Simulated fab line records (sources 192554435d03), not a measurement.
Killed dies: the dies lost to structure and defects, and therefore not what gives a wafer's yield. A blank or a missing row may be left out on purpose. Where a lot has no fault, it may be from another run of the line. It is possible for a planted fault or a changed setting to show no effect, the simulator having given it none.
fab line records + flow n5-finfet + part 1 of 2: steps 1 to 3 of 6
[record]
- lots = 22
- wafers = 66
- last-day = 18
route steps=1938 shown BEOL_M2@881
lots untouched by any fault: they come from a run of this same line in which no faults occurred
start-h: hours from the record's opening day to when the first of the lot's shown wafers began + wait-h: hours since the lot's step before + " repeats the value in the row above + L1.1+2: several wafers, shown together as one row + - no value present, or no start provided + * or withheld: withheld + < > ~ a bound
route shown NAME@n: a module of which the file shows steps, and the number in the route of the first + usual: the fault-free wafers' mean and standard deviation + same: alike in all rows + chamber/n: place in a boat + sites: the reading at each site + _std_site: standard deviation across them + _edge_site: inner sites' mean taken away from outer sites' mean + radius-mm: for every site, how far away it sits from the centre of the wafer + mask NAME#n: copy n + behind: the tool/chamber that last shaped the wafer + hold: what put the lot on hold/how long, in hours/how the hold closed + device: transistor that didn't switch, given as n, p or np + end of line: at the end of the route, the tests of the same wafers + a step without rows: its recipe alone + killed: dies that structure and defects cost at the first sort, which is not the same as the wafer's yield + map: a wafer's dies, marking killed ones x, the rest . and places with no die _
set.NAME: the setting as run; set.NAME@STEP: as run at that earlier step + model.NAME: the simulator's own value behind a step, which no gauge read
one table for each step of the route and one row for each wafer, over a sample of lots
services: from which hour (start-h, from the record's first day; less than 0 if before it) a tool's chamber was out of use, for how many hours, and why
[[steps]]
[step N5_BEOL_M2_ETCH_69]
[recipe]
- chemistry = CF4
- target = SiARC
- target-depth-a = 156
- mask-material = CAR-EUV
- time-s = 26
- ion-energy-ev = 80
- pressure-mtorr = 40
- source-w = 545
- bias-w = 36
- Ar_flow_sccm = 100
- cf4-flow-sccm = 100
- ends = cleared
[usual]
- cf4-flow-sccm = 100.0/0.31
- drypump-motor-current-A = 5.7/0.47
- etch-rf-on-time-s = 25.6/1.1
- oes-product-au = 0.68/0.08
- rf-vpp-V = 183.9/1.3
- showerhead-plenum-p-Torr = 2.13/0.092
- throttle-valve-pct = 15.60/0.27
| lot.wafer | tool        | chamber | start-h | wait-h | cf4-flow-sccm | drypump-motor-current-A | etch-rf-on-time-s | oes-product-au | rf-hours-counter-h | rf-vpp-V | showerhead-plenum-p-Torr | throttle-valve-pct |
|-----------|-------------|---------|---------|--------|---------------|-------------------------|-------------------|----------------|--------------------|----------|--------------------------|--------------------|
| L074.2    | rie-diel-04 | 3       | 135.38  | 0.0    | 100.0         | 5.3                     | 24.8              | 0.62           | 235                | 182.9    | 2.02                     | 15.67              |
| L074.3    | "           | 1       | "       | "      | 99.7          | 4.9                     | 27.5              | 0.61           | 170                | 182.4    | 2.06                     | 15.85              |
| L074.5    | "           | 1       | "       | "      | 99.9          | 4.9                     | 27.7              | 0.61           | -                  | 184.6    | 2.06                     | 15.83              |
| L075.3    | rie-diel-04 | 3       | 140.78  | 0.0    | 100.0         | 5.3                     | 24.8              | 0.62           | 237                | 182.0    | 2.02                     | 15.69              |
| L075.5    | "           | 3       | "       | "      | 99.8          | 5.3                     | 24.9              | 0.62           | -                  | 183.1    | 2.02                     | 15.66              |
| L075.6    | "           | 2       | "       | "      | 99.7          | 6.1                     | 26.6              | 0.59           | -                  | 184.0    | 2.04                     | 15.91              |
| L076.1    | rie-diel-03 | 3       | 142.24  | 0.0    | 100.1         | 5.3                     | 25.2              | 0.64           | 195                | 182.5    | 2.13                     | 15.78              |
| L076.2    | "           | 2       | "       | "      | 100.1         | 5.2                     | 24.9              | 0.70           | 110                | 184.2    | 2.07                     | 15.55              |
| L076.5    | "           | 1       | "       | "      | 100.0         | 6.0                     | 25.2              | 0.68           | -                  | 183.0    | 2.08                     | 15.93              |
| L077.3    | rie-diel-05 | 3       | 153.09  | 0.0    | 99.4          | 6.0                     | 25.0              | 0.72           | 89                 | 185.5    | 2.25                     | 15.42              |
| L077.4    | "           | 1       | "       | "      | 100.0         | 6.5                     | 27.5              | 0.55           | -                  | 181.5    | 2.02                     | 15.95              |
| L077.6    | "           | 2       | "       | "      | 100.0         | 6.3                     | 26.0              | 0.64           | -                  | 183.6    | 2.05                     | 15.47              |
| L078.1    | rie-diel-05 | 2       | 153.40  | 0.0    | 99.6          | 6.3                     | 26.2              | 0.63           | 171                | 182.7    | 2.05                     | 15.48              |
| L078.3    | "           | 1       | "       | "      | 100.2         | 6.5                     | 27.6              | 0.55           | 247                | 183.3    | 2.02                     | 15.94              |
| L078.5    | "           | 2       | "       | "      | 99.6          | 6.3                     | 26.0              | 0.63           | -                  | 183.9    | 2.05                     | 15.49              |
| L079.4    | rie-diel-04 | 1       | 169.12  | 0.0    | 99.7          | 4.9                     | 28.0              | 0.60           | 183                | 183.8    | 2.06                     | 15.87              |
| L079.5    | "           | 2       | "       | "      | 99.8          | 6.1                     | 26.5              | 0.59           | -                  | 183.0    | 2.03                     | 15.94              |
| L079.6    | "           | 1       | "       | "      | 100.2         | 4.9                     | 28.0              | 0.60           | -                  | 182.6    | 2.06                     | 15.86              |
| L080.2    | rie-diel-03 | 2       | 169.30  | 0.0    | 99.8          | 5.2                     | 25.1              | 0.69           | 119                | 182.9    | 2.07                     | 15.56              |
| L080.3    | "           | 0       | "       | "      | 99.6          | 5.5                     | 24.1              | 0.77           | 40                 | 185.0    | 2.27                     | 15.29              |
| L080.4    | "           | 1       | "       | "      | 99.9          | 6.0                     | 25.4              | 0.66           | 129                | 184.2    | 2.08                     | 15.96              |
| L081.1    | rie-diel-04 | 0       | 170.64  | 0.0    | 99.6          | 5.5                     | 24.1              | 0.87           | 8                  | 186.5    | 2.16                     | 15.03              |
| L081.2    | "           | 2       | "       | "      | 99.7          | 6.2                     | 26.5              | 0.59           | 214                | 183.9    | 2.03                     | 15.94              |
| L081.6    | "           | 2       | "       | "      | 100.0         | 6.2                     | 26.5              | 0.59           | -                  | 183.5    | 2.03                     | 15.96              |
| L082.1    | rie-diel-03 | 1       | 182.18  | 0.0    | 99.8          | 6.0                     | 25.2              | 0.66           | 133                | 182.9    | 2.08                     | 15.97              |
| L082.4    | "           | 2       | "       | "      | 99.7          | 5.2                     | 25.0              | 0.69           | 124                | 182.5    | 2.07                     | 15.57              |
| L082.6    | "           | 3       | "       | "      | 100.7         | 5.4                     | 25.2              | 0.62           | -                  | 183.4    | 2.13                     | 15.82              |
| L083.4    | rie-diel-05 | 3       | 182.41  | 0.0    | 99.9          | 5.9                     | 24.8              | 0.71           | -                  | 184.2    | 2.25                     | 15.46              |
| L083.5    | "           | 2       | "       | "      | 100.0         | 6.3                     | 25.5              | 0.63           | -                  | 183.4    | 2.05                     | 15.51              |
| L083.6    | "           | 0       | "       | "      | 99.8          | 5.8                     | 25.8              | 0.81           | -                  | 185.2    | 2.08                     | 15.23              |
| L084.4    | rie-diel-03 | 2       | 196.15  | 0.0    | 99.9          | 5.2                     | 25.3              | 0.68           | 129                | 183.0    | 2.06                     | 15.58              |
| L084.5    | "           | 0       | "       | "      | 100.4         | 5.5                     | 24.3              | 0.76           | -                  | 185.5    | 2.27                     | 15.32              |
| L084.6    | "           | 3       | "       | "      | 99.9          | 5.4                     | 25.4              | 0.62           | -                  | 184.2    | 2.13                     | 15.82              |
| L086.2    | rie-diel-03 | 2       | 205.72  | 0.0    | 100.4         | 5.2                     | 25.1              | 0.68           | 132                | 182.1    | 2.06                     | 15.59              |
| L086.3    | "           | 1       | "       | "      | 100.1         | 6.0                     | 25.6              | 0.65           | 142                | 182.5    | 2.07                     | 15.99              |
| L086.6    | "           | 0       | "       | "      | 99.8          | 5.5                     | 24.2              | 0.76           | -                  | 186.6    | 2.27                     | 15.31              |
| L087.2    | rie-diel-05 | 0       | 212.88  | 0.0    | 99.4          | 5.8                     | 25.8              | 0.78           | 24                 | 182.8    | 2.08                     | 15.24              |
| L087.4    | "           | 2       | "       | "      | 99.6          | 6.3                     | 25.5              | 0.63           | 197                | 182.4    | 2.04                     | 15.52              |
| L087.5    | "           | 0       | "       | "      | 99.8          | 5.8                     | 25.8              | 0.79           | -                  | 183.7    | 2.08                     | 15.25              |
| L088.1    | rie-diel-03 | 1       | 221.29  | 0.0    | 100.8         | 6.0                     | 25.6              | 0.65           | 148                | 183.1    | 2.07                     | 15.97              |
| L088.2    | "           | 3       | "       | "      | 100.2         | 5.4                     | 25.1              | 0.62           | 222                | 184.0    | 2.13                     | 15.85              |
| L088.4    | "           | 2       | "       | "      | 100.0         | 5.2                     | 24.9              | 0.68           | 138                | 183.5    | 2.06                     | 15.61              |
| L089.2    | rie-diel-03 | 1       | 223.21  | 0.0    | 100.1         | 6.1                     | 25.3              | 0.65           | 148                | 183.0    | 2.07                     | 16.00              |
| L089.4    | "           | 0       | "       | "      | 100.2         | 5.5                     | 23.9              | 0.75           | 59                 | 185.6    | 2.27                     | 15.32              |
| L089.5    | "           | 1       | "       | "      | 100.4         | 6.0                     | 25.3              | 0.65           | -                  | 182.2    | 2.07                     | 15.98              |
| L090.1    | rie-diel-05 | 1       | 227.45  | 0.0    | 100.3         | 6.5                     | 26.8              | 0.80           | 11                 | 185.7    | 2.26                     | 15.51              |
| L090.4    | "           | 3       | "       | "      | 99.7          | 6.0                     | 25.3              | 0.69           | 121                | 183.1    | 2.24                     | 15.47              |
| L090.5    | "           | 0       | "       | "      | 100.0         | 5.8                     | 26.6              | 0.77           | -                  | 183.5    | 2.08                     | 15.27              |
| L091.2    | rie-diel-05 | 2       | 235.03  | 0.0    | 99.9          | 6.3                     | 26.0              | 0.61           | 204                | 183.0    | 2.04                     | 15.56              |
| L091.3    | "           | 1       | "       | "      | 99.7          | 6.5                     | 26.8              | 0.79           | 13                 | 186.5    | 2.26                     | 15.54              |
| L091.5    | "           | 0       | "       | "      | 99.9          | 5.8                     | 26.6              | 0.76           | -                  | 184.5    | 2.08                     | 15.25              |
| L093.1    | rie-diel-03 | 0       | 246.46  | 0.0    | 100.1         | 5.5                     | 24.1              | 0.74           | 66                 | 184.4    | 2.26                     | 15.36              |
| L093.2    | "           | 3       | "       | "      | 99.9          | 5.3                     | 25.1              | 0.61           | 229                | 184.3    | 2.12                     | 15.86              |
| L093.3    | "           | 1       | "       | "      | 100.1         | 6.0                     | 25.5              | 0.64           | 156                | 184.2    | 2.07                     | 16.00              |
| L092.2    | rie-diel-03 | 3       | 254.78  | 0.0    | 100.0         | 5.4                     | 25.7              | 0.60           | 233                | 182.8    | 2.12                     | 15.86              |
| L092.4    | "           | 0       | "       | "      | 100.1         | 5.5                     | 24.2              | 0.74           | -                  | 186.0    | 2.26                     | 15.36              |
| L092.6    | "           | 2       | "       | "      | 100.3         | 5.2                     | 25.2              | 0.67           | -                  | 183.3    | 2.06                     | 15.63              |
| L094.2    | rie-diel-05 | 1       | 255.19  | 0.0    | 100.0         | 6.5                     | 26.8              | 0.76           | 22                 | 185.1    | 2.26                     | 15.54              |
| L094.4    | "           | 0       | "       | "      | 100.2         | 5.8                     | 26.3              | 0.76           | 40                 | 182.7    | 2.07                     | 15.29              |
| L094.5    | "           | 2       | "       | "      | 100.3         | 6.3                     | 26.1              | 0.61           | -                  | 181.6    | 2.04                     | 15.57              |
| L096.2    | rie-diel-05 | 2       | 262.60  | 0.0    | 100.8         | 6.3                     | 26.3              | 0.61           | 215                | 183.0    | 2.04                     | 15.55              |
| L096.3    | "           | 3       | "       | "      | 100.0         | 5.9                     | 25.5              | 0.67           | 132                | 184.6    | 2.24                     | 15.51              |
| L096.6    | "           | 3       | "       | "      | 99.7          | 6.0                     | 25.7              | 0.68           | -                  | 185.8    | 2.24                     | 15.50              |
| L097.2    | rie-diel-04 | 1       | 280.48  | 0.0    | 100.3         | 4.9                     | 27.9              | 0.58           | 226                | 182.8    | 2.04                     | 15.97              |
| L097.4    | "           | 0       | "       | "      | 99.9          | 5.5                     | 24.6              | 0.77           | -                  | 184.4    | 2.15                     | 15.12              |
| L097.6    | "           | 1       | "       | "      | 100.3         | 4.9                     | 28.0              | 0.57           | -                  | 181.9    | 2.04                     | 15.95              |
[step N5_BEOL_M2_STRIP_36]
[recipe]
- chemistry = N2/H2
- power-w = 450
- temp-c = 40
- pressure-mtorr = 20
- rf-frequency-hz = 6e+07
- overash-fraction = 0.3
- bias-power-w = 7
- h2-frac = 0.5
- n2-flow-sccm = 200
- h2-flow-sccm = 200
[usual]
- drypump-motor-current-A = 5.8/0.44
- oes-product-au = 0.79/0.083
- rf-vpp-V = 59.2/1.4
- showerhead-plenum-p-Torr = 2.52/0.12
- temp-c = 40.01/0.11
- throttle-valve-pct = 23.52/0.18
| lot.wafer | tool        | chamber | start-h | wait-h | drypump-motor-current-A | oes-product-au | rf-hours-counter-h | rf-vpp-V | showerhead-plenum-p-Torr | temp-c | throttle-valve-pct |
|-----------|-------------|---------|---------|--------|-------------------------|----------------|--------------------|----------|--------------------------|--------|--------------------|
| L074.2    | rie-diel-05 | 2       | 140.53  | 0.0    | 6.3                     | 0.76           | 165                | 57.9     | 2.45                     | 39.83  | 23.48              |
| L074.3    | "           | 3       | "       | "      | 6.0                     | 0.85           | 84                 | 57.7     | 2.70                     | 40.05  | 23.71              |
| L074.5    | "           | 1       | "       | "      | 6.5                     | 0.66           | -                  | 58.5     | 2.38                     | 39.95  | 23.27              |
| L075.3    | rie-diel-03 | 3       | 142.50  | 0.0    | 5.3                     | 0.72           | 195                | 58.2     | 2.52                     | 40.00  | 23.58              |
| L075.5    | "           | 1       | "       | "      | 6.0                     | 0.78           | -                  | 58.9     | 2.42                     | 40.04  | 23.48              |
| L075.6    | "           | 2       | "       | "      | 5.2                     | 0.81           | -                  | 58.4     | 2.45                     | 39.93  | 23.46              |
| L076.1    | rie-diel-05 | 3       | 146.18  | 0.0    | 5.9                     | 0.85           | 86                 | 60.0     | 2.70                     | 40.06  | 23.72              |
| L076.2    | "           | 1       | "       | "      | 6.5                     | 0.66           | 244                | 60.7     | 2.38                     | 39.97  | 23.28              |
| L076.5    | "           | 3       | "       | "      | 6.0                     | 0.85           | -                  | 60.4     | 2.70                     | 40.09  | 23.74              |
| L077.3    | rie-diel-03 | 0       | 154.55  | 0.0    | 5.5                     | 0.92           | 35                 | 59.9     | 2.69                     | 39.92  | 23.30              |
| L077.4    | "           | 1       | "       | "      | 6.0                     | 0.78           | 124                | 59.1     | 2.41                     | 40.08  | 23.49              |
| L077.6    | "           | 0       | "       | "      | 5.5                     | 0.90           | -                  | 59.0     | 2.69                     | 39.96  | 23.31              |
| L078.1    | rie-diel-05 | 1       | 154.88  | 0.0    | 6.5                     | 0.64           | 247                | 58.3     | 2.38                     | 40.12  | 23.29              |
| L078.3    | "           | 3       | "       | "      | 5.9                     | 0.83           | 90                 | 59.4     | 2.70                     | 39.92  | 23.74              |
| L078.5    | "           | 3       | "       | "      | 6.0                     | 0.83           | -                  | 59.2     | 2.70                     | 39.88  | 23.70              |
| L079.4    | rie-diel-03 | 3       | 172.11  | 0.0    | 5.4                     | 0.70           | 205                | 59.9     | 2.52                     | 40.18  | 23.60              |
| L079.5    | "           | 0       | "       | "      | 5.5                     | 0.89           | -                  | 58.2     | 2.69                     | 39.95  | 23.29              |
| L079.6    | "           | 3       | "       | "      | 5.4                     | 0.70           | -                  | 58.1     | 2.52                     | 40.13  | 23.60              |
| L080.2    | rie-diel-04 | 1       | 176.03  | 0.0    | 4.9                     | 0.70           | 186                | 60.0     | 2.43                     | 39.93  | 23.62              |
| L080.3    | "           | 0       | "       | "      | 5.5                     | 0.97           | 11                 | 60.0     | 2.60                     | 39.90  | 23.47              |
| L080.4    | "           | 1       | "       | "      | 4.9                     | 0.71           | -                  | 57.8     | 2.42                     | 39.87  | 23.62              |
| L081.1    | rie-diel-05 | 3       | 176.13  | 0.0    | 6.0                     | 0.83           | 100                | 58.1     | 2.70                     | 40.10  | 23.74              |
| L081.2    | "           | 2       | "       | "      | 6.3                     | 0.74           | 182                | 59.5     | 2.44                     | 40.17  | 23.50              |
| L081.6    | "           | 0       | "       | "      | 5.8                     | 0.95           | -                  | 58.7     | 2.47                     | 40.07  | 23.42              |
| L082.1    | rie-diel-05 | 0       | 185.34  | 0.0    | 5.8                     | 0.95           | 13                 | 61.2     | 2.47                     | 40.07  | 23.44              |
| L082.4    | "           | 3       | "       | "      | 5.9                     | 0.81           | -                  | 59.0     | 2.69                     | 39.90  | 23.75              |
| L082.6    | "           | 2       | "       | "      | 6.2                     | 0.75           | -                  | 58.8     | 2.44                     | 40.10  | 23.52              |
| L083.4    | rie-diel-03 | 3       | 185.42  | 0.0    | 5.3                     | 0.71           | 210                | 56.3     | 2.52                     | 40.02  | 23.61              |
| L083.5    | "           | 2       | "       | "      | 5.2                     | 0.79           | -                  | 57.5     | 2.45                     | 39.74  | 23.47              |
| L083.6    | "           | 3       | "       | "      | 5.4                     | 0.70           | -                  | 59.9     | 2.52                     | 40.02  | 23.59              |
| L084.4    | rie-diel-03 | 1       | 199.39  | 0.0    | 6.0                     | 0.76           | 140                | 58.8     | 2.41                     | 40.13  | 23.51              |
| L084.5    | "           | 3       | "       | "      | 5.3                     | 0.71           | -                  | 59.7     | 2.51                     | 40.14  | 23.59              |
| L084.6    | "           | 0       | "       | "      | 5.5                     | 0.85           | -                  | 58.9     | 2.69                     | 40.14  | 23.28              |
| L086.2    | rie-diel-03 | 1       | 209.93  | 0.0    | 6.0                     | 0.76           | 143                | 57.1     | 2.41                     | 39.81  | 23.53              |
| L086.3    | "           | 3       | "       | "      | 5.4                     | 0.70           | 218                | 59.2     | 2.51                     | 39.99  | 23.59              |
| L086.6    | "           | 3       | "       | "      | 5.3                     | 0.70           | -                  | 60.0     | 2.51                     | 40.14  | 23.62              |
| L087.2    | rie-diel-03 | 2       | 215.82  | 0.0    | 5.2                     | 0.78           | 136                | 58.9     | 2.44                     | 39.87  | 23.50              |
| L087.4    | "           | 3       | "       | "      | 5.3                     | 0.69           | 220                | 56.6     | 2.51                     | 39.89  | 23.60              |
| L087.5    | "           | 3       | "       | "      | 5.3                     | 0.71           | -                  | 62.0     | 2.51                     | 40.00  | 23.62              |
| L088.1    | rie-diel-05 | 3       | 225.68  | 0.0    | 6.0                     | 0.80           | 121                | 60.6     | 2.69                     | 40.03  | 23.80              |
| L088.2    | "           | 1       | "       | "      | 6.5                     | 0.94           | 10                 | 60.6     | 2.69                     | 40.12  | 23.19              |
| L088.4    | "           | 0       | "       | "      | 5.8                     | 0.89           | 29                 | 57.6     | 2.46                     | 39.96  | 23.46              |
| L089.2    | rie-diel-03 | 2       | 225.82  | 0.0    | 5.2                     | 0.78           | 140                | 58.8     | 2.44                     | 39.81  | 23.50              |
| L089.4    | "           | 3       | "       | "      | 5.4                     | 0.71           | 223                | 60.9     | 2.51                     | 39.98  | 23.64              |
| L089.5    | "           | 0       | "       | "      | 5.5                     | 0.86           | -                  | 60.3     | 2.68                     | 39.88  | 23.31              |
| L090.1    | rie-diel-03 | 1       | 228.94  | 0.0    | 6.0                     | 0.75           | 150                | 56.8     | 2.40                     | 40.02  | 23.51              |
| L090.4    | "           | 3       | "       | "      | 5.4                     | 0.70           | 224                | 63.1     | 2.51                     | 39.81  | 23.64              |
| L090.5    | "           | 0       | "       | "      | 5.5                     | 0.86           | -                  | 60.4     | 2.68                     | 40.09  | 23.33              |
| L091.2    | rie-diel-04 | 1       | 248.47  | 0.0    | 4.9                     | 0.68           | 213                | 60.2     | 2.41                     | 40.02  | 23.63              |
| L091.3    | "           | 3       | "       | "      | 5.3                     | 0.94           | 20                 | 60.4     | 2.69                     | 39.95  | 23.34              |
| L091.5    | "           | 1       | "       | "      | 4.9                     | 0.69           | -                  | 60.9     | 2.41                     | 40.02  | 23.65              |
| L093.1    | rie-diel-05 | 0       | 252.04  | 0.0    | 5.8                     | 0.90           | 39                 | 59.4     | 2.46                     | 40.00  | 23.48              |
| L093.2    | "           | 1       | "       | "      | 6.5                     | 0.92           | 20                 | 57.8     | 2.68                     | 40.13  | 23.21              |
| L093.3    | "           | 3       | "       | "      | 6.0                     | 0.79           | 128                | 58.8     | 2.68                     | 40.05  | 23.78              |
| L092.2    | rie-diel-05 | 3       | 255.73  | 0.0    | 5.9                     | 0.78           | 130                | 60.2     | 2.68                     | 40.00  | 23.76              |
| L092.4    | "           | 0       | "       | "      | 5.8                     | 0.90           | 40                 | 58.6     | 2.46                     | 39.93  | 23.49              |
| L092.6    | "           | 0       | "       | "      | 5.8                     | 0.89           | -                  | 58.2     | 2.46                     | 40.09  | 23.48              |
| L094.2    | rie-diel-03 | 3       | 255.91  | 0.0    | 5.3                     | 0.69           | 234                | 57.3     | 2.51                     | 40.01  | 23.64              |
| L094.4    | "           | 0       | "       | "      | 5.5                     | 0.85           | 71                 | 60.5     | 2.68                     | 40.06  | 23.33              |
| L094.5    | "           | 1       | "       | "      | 6.0                     | 0.73           | -                  | 57.9     | 2.40                     | 39.96  | 23.54              |
| L096.2    | rie-diel-03 | 1       | 263.93  | 0.0    | 6.0                     | 0.74           | 160                | 59.6     | 2.40                     | 40.01  | 23.53              |
| L096.3    | "           | 0       | "       | "      | 5.5                     | 0.83           | 74                 | 59.9     | 2.68                     | 40.02  | 23.32              |
| L096.6    | "           | 0       | "       | "      | 5.5                     | 0.84           | -                  | 59.1     | 2.68                     | 40.07  | 23.33              |
| L097.2    | rie-diel-05 | 3       | 286.30  | 0.0    | 5.9                     | 0.77           | 140                | 55.4     | 2.68                     | 40.00  | 23.80              |
| L097.4    | "           | 1       | "       | "      | 6.5                     | 0.89           | 31                 | 62.2     | 2.68                     | 39.98  | 23.22              |
| L097.6    | "           | 0       | "       | "      | 5.8                     | 0.88           | -                  | 57.5     | 2.46                     | 39.94  | 23.48              |
[step N5_BEOL_M2_TRENCH_ETCH_37]
[recipe]
- chemistry = C4F6/O2
- target-depth-a = 555.55
- target = SiOC
- time-s = 29.2
- ion-energy-ev = 250
- pressure-mtorr = 30
- source-w = 355
- bias-w = 185
- Ar_flow_sccm = 300
- C4F6_flow_sccm = 10
- O2_flow_sccm = 10
[usual]
- drypump-motor-current-A = 5.8/0.44
- oes-product-au = 0.79/0.084
- rf-vpp-V = 672/15
- showerhead-plenum-p-Torr = 2.83/0.12
- throttle-valve-pct = 20.83/0.24
| lot.wafer | tool        | chamber | start-h | wait-h | drypump-motor-current-A | oes-product-au | rf-hours-counter-h | rf-vpp-V | showerhead-plenum-p-Torr | throttle-valve-pct |
|-----------|-------------|---------|---------|--------|-------------------------|----------------|--------------------|----------|--------------------------|--------------------|
| L074.2    | rie-diel-05 | 2       | -       | -      | 6.3                     | 0.76           | 165                | 673      | 2.73                     | 20.64              |
| L074.3    | "           | 3       | "       | "      | 6.0                     | 0.85           | 84                 | 667      | 3.01                     | 20.76              |
| L074.5    | "           | 1       | "       | "      | 6.5                     | 0.66           | -                  | 705      | 2.66                     | 20.95              |
| L075.3    | rie-diel-03 | 3       | -       | -      | 5.3                     | 0.73           | 195                | 662      | 2.80                     | 20.75              |
| L075.5    | "           | 1       | "       | "      | 6.0                     | 0.79           | -                  | 665      | 2.77                     | 21.29              |
| L075.6    | "           | 2       | "       | "      | 5.2                     | 0.81           | -                  | 678      | 2.77                     | 20.88              |
| L076.1    | rie-diel-05 | 3       | -       | -      | 6.0                     | 0.85           | 86                 | 667      | 3.01                     | 20.76              |
| L076.2    | "           | 1       | "       | "      | 6.5                     | 0.66           | 244                | 704      | 2.66                     | 20.95              |
| L076.5    | "           | 3       | "       | "      | 6.0                     | 0.84           | -                  | 668      | 3.01                     | 20.75              |
| L077.3    | rie-diel-03 | 0       | -       | -      | 5.5                     | 0.91           | 35                 | 667      | 3.04                     | 20.69              |
| L077.4    | "           | 1       | "       | "      | 6.0                     | 0.78           | 124                | 665      | 2.77                     | 21.29              |
| L077.6    | "           | 0       | "       | "      | 5.5                     | 0.91           | -                  | 668      | 3.04                     | 20.67              |
| L078.1    | rie-diel-05 | 1       | -       | -      | 6.5                     | 0.65           | 247                | 705      | 2.66                     | 20.97              |
| L078.3    | "           | 3       | "       | "      | 5.9                     | 0.84           | 90                 | 668      | 3.00                     | 20.78              |
| L078.5    | "           | 3       | "       | "      | 5.9                     | 0.83           | -                  | 667      | 3.00                     | 20.76              |
| L079.4    | rie-diel-03 | 3       | -       | -      | 5.4                     | 0.72           | 205                | 662      | 2.80                     | 20.79              |
| L079.5    | "           | 0       | "       | "      | 5.5                     | 0.89           | -                  | 668      | 3.04                     | 20.70              |
| L079.6    | "           | 3       | "       | "      | 5.3                     | 0.71           | -                  | 661      | 2.80                     | 20.78              |
| L080.2    | rie-diel-04 | 1       | -       | -      | 4.9                     | 0.71           | 186                | 693      | 2.73                     | 21.02              |
| L080.3    | "           | 0       | "       | "      | 5.5                     | 1.00           | 11                 | 654      | 2.89                     | 20.35              |
| L080.4    | "           | 1       | "       | "      | 4.9                     | 0.71           | -                  | 691      | 2.73                     | 21.05              |
| L081.1    | rie-diel-05 | 3       | -       | -      | 6.0                     | 0.83           | 100                | 669      | 3.00                     | 20.78              |
| L081.2    | "           | 2       | "       | "      | 6.3                     | 0.74           | 182                | 672      | 2.72                     | 20.67              |
| L081.6    | "           | 0       | "       | "      | 5.8                     | 0.95           | -                  | 676      | 2.76                     | 20.40              |
| L082.1    | rie-diel-05 | 0       | -       | -      | 5.8                     | 0.94           | 13                 | 675      | 2.76                     | 20.44              |
| L082.4    | "           | 3       | "       | "      | 5.9                     | 0.82           | -                  | 668      | 3.00                     | 20.77              |
| L082.6    | "           | 2       | "       | "      | 6.3                     | 0.74           | -                  | 672      | 2.72                     | 20.66              |
| L083.4    | rie-diel-03 | 3       | -       | -      | 5.4                     | 0.72           | 210                | 661      | 2.79                     | 20.77              |
| L083.5    | "           | 2       | "       | "      | 5.2                     | 0.80           | -                  | 677      | 2.76                     | 20.92              |
| L083.6    | "           | 3       | "       | "      | 5.4                     | 0.71           | -                  | 662      | 2.79                     | 20.76              |
| L084.4    | rie-diel-03 | 1       | -       | -      | 6.1                     | 0.76           | 140                | 665      | 2.76                     | 21.32              |
| L084.5    | "           | 3       | "       | "      | 5.4                     | 0.71           | -                  | 663      | 2.79                     | 20.78              |
| L084.6    | "           | 0       | "       | "      | 5.5                     | 0.88           | -                  | 668      | 3.03                     | 20.71              |
| L086.2    | rie-diel-03 | 1       | -       | -      | 6.0                     | 0.75           | 143                | 665      | 2.76                     | 21.32              |
| L086.3    | "           | 3       | "       | "      | 5.3                     | 0.71           | 218                | 663      | 2.79                     | 20.80              |
| L086.6    | "           | 3       | "       | "      | 5.3                     | 0.72           | -                  | 661      | 2.79                     | 20.80              |
| L087.2    | rie-diel-03 | 2       | -       | -      | 5.2                     | 0.78           | 136                | 676      | 2.76                     | 20.93              |
| L087.4    | "           | 3       | "       | "      | 5.4                     | 0.71           | 220                | 662      | 2.79                     | 20.80              |
| L087.5    | "           | 3       | "       | "      | 5.3                     | 0.71           | -                  | 662      | 2.79                     | 20.79              |
| L088.1    | rie-diel-05 | 3       | -       | -      | 6.0                     | 0.80           | 121                | 669      | 2.99                     | 20.79              |
| L088.2    | "           | 1       | "       | "      | 6.5                     | 0.95           | 10                 | 716      | 2.99                     | 20.70              |
| L088.4    | "           | 0       | "       | "      | 5.8                     | 0.91           | 29                 | 674      | 2.75                     | 20.44              |
| L089.2    | rie-diel-03 | 2       | -       | -      | 5.2                     | 0.78           | 140                | 675      | 2.75                     | 20.93              |
| L089.4    | "           | 3       | "       | "      | 5.3                     | 0.70           | 223                | 662      | 2.79                     | 20.81              |
| L089.5    | "           | 0       | "       | "      | 5.5                     | 0.87           | -                  | 668      | 3.03                     | 20.70              |
| L090.1    | rie-diel-03 | 1       | -       | -      | 6.1                     | 0.75           | 150                | 665      | 2.76                     | 21.34              |
| L090.4    | "           | 3       | "       | "      | 5.3                     | 0.71           | 224                | 664      | 2.79                     | 20.80              |
| L090.5    | "           | 0       | "       | "      | 5.5                     | 0.87           | -                  | 668      | 3.03                     | 20.70              |
| L091.2    | rie-diel-04 | 1       | -       | -      | 4.9                     | 0.68           | 213                | 691      | 2.71                     | 21.08              |
| L091.3    | "           | 3       | "       | "      | 5.3                     | 0.94           | 20                 | 676      | 3.04                     | 20.74              |
| L091.5    | "           | 1       | "       | "      | 4.9                     | 0.68           | -                  | 693      | 2.71                     | 21.07              |
| L093.1    | rie-diel-05 | 0       | -       | -      | 5.8                     | 0.89           | 39                 | 675      | 2.74                     | 20.47              |
| L093.2    | "           | 1       | "       | "      | 6.5                     | 0.92           | 20                 | 717      | 2.99                     | 20.72              |
| L093.3    | "           | 3       | "       | "      | 5.9                     | 0.79           | 128                | 668      | 2.99                     | 20.83              |
| L092.2    | rie-diel-05 | 3       | -       | -      | 5.9                     | 0.79           | 130                | 667      | 2.99                     | 20.82              |
| L092.4    | "           | 0       | "       | "      | 5.8                     | 0.89           | 41                 | 675      | 2.74                     | 20.48              |
| L092.6    | "           | 0       | "       | "      | 5.8                     | 0.89           | -                  | 675      | 2.74                     | 20.48              |
| L094.2    | rie-diel-03 | 3       | -       | -      | 5.4                     | 0.70           | 234                | 663      | 2.78                     | 20.83              |
| L094.4    | "           | 0       | "       | "      | 5.5                     | 0.85           | 71                 | 668      | 3.02                     | 20.72              |
| L094.5    | "           | 1       | "       | "      | 6.0                     | 0.74           | -                  | 664      | 2.76                     | 21.34              |
| L096.2    | rie-diel-03 | 1       | -       | -      | 6.0                     | 0.74           | 160                | 664      | 2.76                     | 21.36              |
| L096.3    | "           | 0       | "       | "      | 5.5                     | 0.84           | 74                 | 668      | 3.02                     | 20.74              |
| L096.6    | "           | 0       | "       | "      | 5.5                     | 0.84           | -                  | 667      | 3.02                     | 20.73              |
| L097.2    | rie-diel-05 | 3       | -       | -      | 5.9                     | 0.78           | 140                | 667      | 2.98                     | 20.84              |
| L097.4    | "           | 1       | "       | "      | 6.5                     | 0.90           | 31                 | 716      | 2.98                     | 20.73              |
| L097.6    | "           | 0       | "       | "      | 5.8                     | 0.86           | -                  | 674      | 2.74                     | 20.49              |
